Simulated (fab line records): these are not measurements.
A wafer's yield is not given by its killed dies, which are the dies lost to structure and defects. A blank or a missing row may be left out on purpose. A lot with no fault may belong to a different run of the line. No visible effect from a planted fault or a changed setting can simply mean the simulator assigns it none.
Chamber matching + flow nand_harc + NHARC_A_STAIRCASE_DEP_156 on pecvd-03: 3 sister chambers
The step deposits SiNx, target thk 50 nm. 14 wafers are shown with their chamber, then 7 later ones without.

== WAFERS PAIRED WITH THEIR CHAMBERS ==
| wafer  | chamber | heater_power_w (W) | heater_power_outer_w (W) |
|--------|---------|--------------------|--------------------------|
| L076.1 | 0       | 527                | 260                      |
| L076.2 | 2       | 651                | 411                      |
| L076.3 | 1       | 726                | 398                      |
| L080.1 | 2       | 643                | 399                      |
| L080.2 | 1       | 848                | 494                      |
| L080.5 | 0       | 577                | 317                      |
| L085.2 | 0       | 567                | 285                      |
| L085.5 | 2       | 660                | 405                      |
| L085.6 | 0       | 563                | 294                      |
| L088.3 | 2       | 664                | 419                      |
| L088.4 | 0       | 592                | 310                      |
| L088.6 | 1       | 848                | 479                      |
| L091.1 | 0       | 570                | 302                      |
| L091.3 | 1       | 859                | 477                      |

SIGNATURES (means of the wafers above)
| reading              | chamber 0 | chamber 1 | chamber 2 | scatter within a chamber |
|----------------------|-----------|-----------|-----------|--------------------------|
| heater_power_w       | 566.00    | 820.25    | 654.50    | 36.3                     |
| heater_power_outer_w | 294.67    | 462.00    | 408.50    | 26.9                     |
Rule: distance of a wafer from a chamber = root of the sum over the readings of ((wafer's reading minus chamber's mean) / reading's scatter) squared. The wafer belongs to the nearest chamber; if the next one is less than 2 further off, it can't be placed. The scatter is the square root of a quotient: the sum, over the shown wafers, of each reading's squared deviation from its chamber's mean, divided by wafers minus chambers.

== WAFERS WITH NO CHAMBER GIVEN ==
| wafer  | heater_power_w (W) | heater_power_outer_w (W) |
|--------|--------------------|--------------------------|
| L091.4 | 576                | 304                      |
| L094.2 | 529                | 263                      |
| L094.5 | 655                | 387                      |
| L094.6 | 521                | 264                      |
| L093.1 | 682                | 388                      |
| L093.5 | 566                | 310                      |
| L093.6 | 787                | 458                      |

== WHICH CHAMBER EACH WENT THROUGH ==
| wafer  | from the rows above | in truth |
|--------|---------------------|----------|
| L091.4 | 0                   | 0        |
| L094.2 | 0                   | 0        |
| L094.5 | 2                   | 2        |
| L094.6 | 0                   | 0        |
| L093.1 | 2                   | 2        |
| L093.5 | 0                   | 0        |
| L093.6 | 1                   | 1        |
Correctly placed: 7 of 7. Can't be placed from these rows: 0. Number placed wrongly: 0.
